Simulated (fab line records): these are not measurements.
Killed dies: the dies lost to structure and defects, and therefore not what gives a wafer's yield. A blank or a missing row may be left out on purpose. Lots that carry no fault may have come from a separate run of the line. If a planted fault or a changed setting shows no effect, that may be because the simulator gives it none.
Chamber matching | flow n5Finfet | 4 sister chambers for N5_BEOL_M15_DESCUM_15 on rieDiel-04
The step chemistry O2, time 7.9 s. 16 wafers are shown with their chamber, then 8 later ones without.

WAFERS PAIRED WITH THEIR CHAMBERS
wafer  | chamber | drypumpMotorCurrentA (A) | showerheadPlenumPTorr (Torr) | throttleValvePct (%)
L074.4 | 0       | 5.6                      | 2.14                         | 20.19
L074.5 | 3       | 5.9                      | 2.13                         | 20.17
L074.6 | 2       | 6.2                      | 2.05                         | 19.97
L075.2 | 0       | 5.6                      | 2.14                         | 20.20
L075.4 | 3       | 5.9                      | 2.13                         | 20.17
L075.6 | 2       | 6.2                      | 2.05                         | 19.97
L079.3 | 2       | 6.2                      | 2.05                         | 19.99
L079.4 | 1       | 6.3                      | 2.14                         | 20.27
L079.5 | 1       | 6.3                      | 2.14                         | 20.26
L082.1 | 2       | 6.2                      | 2.05                         | 19.99
L082.3 | 0       | 5.7                      | 2.14                         | 20.22
L082.5 | 0       | 5.6                      | 2.14                         | 20.21
L083.1 | 0       | 5.6                      | 2.13                         | 20.23
L083.3 | 2       | 6.2                      | 2.04                         | 20.00
L083.4 | 1       | 6.3                      | 2.14                         | 20.28
L084.2 | 0       | 5.6                      | 2.13                         | 20.24

SIGNATURES, as means of the wafers listed above
reading               | chamber 0 | chamber 1 | chamber 2 | chamber 3 | scatter within a chamber
drypumpMotorCurrentA  | 5.617     | 6.300     | 6.200     | 5.900     | 0.0264
showerheadPlenumPTorr | 2.1367    | 2.1400    | 2.0480    | 2.1300    | 0.00422
throttleValvePct      | 20.2150   | 20.2700   | 19.9840   | 20.1700   | 0.0149
Rule: distance of a wafer from a chamber = root of the sum over the readings of ((wafer's reading minus chamber's mean) / reading's scatter) squared. The wafer belongs to the nearest chamber; if the next one is less than 2 further off, it can't be placed. The scatter is the square root of a quotient: the sum, over the shown wafers, of each reading's squared deviation from its chamber's mean, divided by wafers minus chambers.

WAFERS WITHOUT THEIR CHAMBER
wafer  | drypumpMotorCurrentA (A) | showerheadPlenumPTorr (Torr) | throttleValvePct (%)
L084.4 | 6.3                      | 2.14                         | 20.27
L084.6 | 6.3                      | 2.14                         | 20.27
L089.2 | 5.9                      | 2.12                         | 20.22
L089.3 | 6.2                      | 2.04                         | 20.01
L089.5 | 6.3                      | 2.14                         | 20.29
L090.3 | 6.3                      | 2.14                         | 20.30
L090.4 | 5.9                      | 2.11                         | 20.21
L090.5 | 5.7                      | 2.13                         | 20.26

WHICH CHAMBER EACH WENT THROUGH
wafer  | from the rows above | in truth
L084.4 | 1                   | 1
L084.6 | 1                   | 1
L089.2 | 3                   | 3
L089.3 | 2                   | 2
L089.5 | 1                   | 1
L090.3 | 1                   | 1
L090.4 | 3                   | 3
L090.5 | 0                   | 0
8 of 8 placed correctly. Can't be placed from these rows: 0. 0 placed wrongly.
